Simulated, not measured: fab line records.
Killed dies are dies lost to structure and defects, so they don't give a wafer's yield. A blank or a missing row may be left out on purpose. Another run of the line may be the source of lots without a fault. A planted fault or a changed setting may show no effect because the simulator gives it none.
Split-lot study || flow n5Finfet || on a route of 1938 steps: 7 lots, 21 wafers read

== ABOUT THE SPLIT ==
At N5_BEOL_M5_COAT_71 (time 60 s, resist thk 5 nm), the setting spinRpm was moved away from the recipe's 1500 rpm on 7 of the 21 wafers read, by -7.2% to +8.4%. The other wafers ran this setting at the recipe's value.

== FROM THE SPLIT TO THE READING: what the file shows between them, 3 steps ==
- N5_BEOL_M5_COAT_05: resist thk 30 nm
- N5_BEOL_M5_EBR_07
- N5_BEOL_M5_DESCUM_16: chemistry O2, time 7 s

== THE READING ==
etch.depthNm (the simulator's own value, which no gauge read), in nm, at N5_BEOL_M5_ETCH_72 (etches underlayer in N2/H2, target depth 6.5 nm, time 5.2 s). There is no usual value for it anywhere in the file. Across the 14 wafers here that went through the recipe, the average is 4.996 nm and the standard deviation 0.012 nm.

{"wafer": "L074.3", "tool, chamber at the split": "lithoTrack-05, 0", "spinRpm as run, rpm": 1500, "against the recipe": "recipe", "etch.depthNm, nm": 4.978, "against lot-mates on the recipe": "-"}
{"wafer": "L074.5", "tool, chamber at the split": "lithoTrack-05, 0", "spinRpm as run, rpm": 1500, "against the recipe": "recipe", "etch.depthNm, nm": 4.981, "against lot-mates on the recipe": "-"}
{"wafer": "L074.6", "tool, chamber at the split": "lithoTrack-05, 0", "spinRpm as run, rpm": 1392, "against the recipe": "-7.2%", "etch.depthNm, nm": 5.183, "against lot-mates on the recipe": "+0.204"}
{"wafer": "L076.1", "tool, chamber at the split": "lithoTrack-04, 0", "spinRpm as run, rpm": 1500, "against the recipe": "recipe", "etch.depthNm, nm": 5.001, "against lot-mates on the recipe": "-"}
{"wafer": "L076.2", "tool, chamber at the split": "lithoTrack-04, 0", "spinRpm as run, rpm": 1428, "against the recipe": "-4.8%", "etch.depthNm, nm": 5.13, "against lot-mates on the recipe": "+0.129"}
{"wafer": "L076.5", "tool, chamber at the split": "lithoTrack-04, 0", "spinRpm as run, rpm": 1428, "against the recipe": "-4.8%", "etch.depthNm, nm": 5.125, "against lot-mates on the recipe": "+0.124"}
{"wafer": "L081.1", "tool, chamber at the split": "lithoTrack-03, 0", "spinRpm as run, rpm": 1500, "against the recipe": "recipe", "etch.depthNm, nm": 4.978, "against lot-mates on the recipe": "-"}
{"wafer": "L081.2", "tool, chamber at the split": "lithoTrack-03, 0", "spinRpm as run, rpm": 1626, "against the recipe": "+8.4%", "etch.depthNm, nm": 4.806, "against lot-mates on the recipe": -0.181}
{"wafer": "L081.6", "tool, chamber at the split": "lithoTrack-03, 0", "spinRpm as run, rpm": 1500, "against the recipe": "recipe", "etch.depthNm, nm": 4.997, "against lot-mates on the recipe": "-"}
{"wafer": "L083.1", "tool, chamber at the split": "lithoTrack-05, 0", "spinRpm as run, rpm": 1500, "against the recipe": "recipe", "etch.depthNm, nm": 4.998, "against lot-mates on the recipe": "-"}
{"wafer": "L083.3", "tool, chamber at the split": "lithoTrack-05, 0", "spinRpm as run, rpm": 1500, "against the recipe": "recipe", "etch.depthNm, nm": 4.994, "against lot-mates on the recipe": "-"}
{"wafer": "L083.4", "tool, chamber at the split": "lithoTrack-05, 0", "spinRpm as run, rpm": 1500, "against the recipe": "recipe", "etch.depthNm, nm": 4.989, "against lot-mates on the recipe": "-"}
{"wafer": "L086.2", "tool, chamber at the split": "lithoTrack-04, 0", "spinRpm as run, rpm": 1619, "against the recipe": "+7.9%", "etch.depthNm, nm": 4.827, "against lot-mates on the recipe": -0.187}
{"wafer": "L086.5", "tool, chamber at the split": "lithoTrack-04, 0", "spinRpm as run, rpm": 1500, "against the recipe": "recipe", "etch.depthNm, nm": 5.01, "against lot-mates on the recipe": "-"}
{"wafer": "L086.6", "tool, chamber at the split": "lithoTrack-04, 0", "spinRpm as run, rpm": 1500, "against the recipe": "recipe", "etch.depthNm, nm": 5.018, "against lot-mates on the recipe": "-"}
{"wafer": "L087.3", "tool, chamber at the split": "lithoTrack-05, 0", "spinRpm as run, rpm": 1500, "against the recipe": "recipe", "etch.depthNm, nm": 4.988, "against lot-mates on the recipe": "-"}
{"wafer": "L087.4", "tool, chamber at the split": "lithoTrack-05, 0", "spinRpm as run, rpm": 1500, "against the recipe": "recipe", "etch.depthNm, nm": 5.007, "against lot-mates on the recipe": "-"}
{"wafer": "L087.5", "tool, chamber at the split": "lithoTrack-05, 0", "spinRpm as run, rpm": 1500, "against the recipe": "recipe", "etch.depthNm, nm": 5.008, "against lot-mates on the recipe": "-"}
{"wafer": "L092.1", "tool, chamber at the split": "lithoTrack-05, 0", "spinRpm as run, rpm": 1500, "against the recipe": "recipe", "etch.depthNm, nm": 4.997, "against lot-mates on the recipe": "-"}
{"wafer": "L092.5", "tool, chamber at the split": "lithoTrack-05, 0", "spinRpm as run, rpm": 1440, "against the recipe": "-4.0%", "etch.depthNm, nm": 5.098, "against lot-mates on the recipe": "+0.101"}
{"wafer": "L092.6", "tool, chamber at the split": "lithoTrack-05, 0", "spinRpm as run, rpm": 1440, "against the recipe": "-4.0%", "etch.depthNm, nm": 5.097, "against lot-mates on the recipe": "+0.100"}

FIT RESULTS
A straight line over all 21 wafers: etch.depthNm changes by -0.024 nm for each +1% of spinRpm; r = -0.99; the points scatter about the line by 0.013 nm.
The same after taking each lot's own level away (the mean of its wafers on the recipe; 21 wafers): -0.0245 nm for each +1%; r = -0.99; scatter 0.0096 nm.
Per that fit: largest spinRpm move, reading shift of 0.21 nm.
Measured against the standard deviation above, the lots' own levels, which go from 4.9795 to 5.0140 nm, span 2.9 times it.
So the lot-to-lot level changes the slope little: the two slopes agree.
Check: with one of the wafers moved furthest among these (+8.4%) left out of the fit, the line predicts -0.213 nm for it against its lot-mates. Against them it came out at -0.181 nm.

== OTHER SPLITS APPLIED TO THESE WAFERS ==
Note: prior to the reading, these wafers also went through further splits. Each is held against what the fit with the lots' levels taken away leaves over:
{"other split on the same wafers": "N5_BEOL_M3_COAT_22 spinRpm", "wafers away from the commonest value": 7, "r with etch.depthNm (lot level and that fit taken away)": "+0.20"}
{"other split on the same wafers": "N5_BEOL_M4_COAT_22 spinRpm", "wafers away from the commonest value": 5, "r with etch.depthNm (lot level and that fit taken away)": "+0.22"}
{"other split on the same wafers": "N5_BEOL_M4_EXPOSE_25 doseMj", "wafers away from the commonest value": 7, "r with etch.depthNm (lot level and that fit taken away)": "+0.17"}

== THE FILE'S OWN FIT ==
etch.depthNm changes by -0.0244 nm for each +1% of spinRpm, r = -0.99.
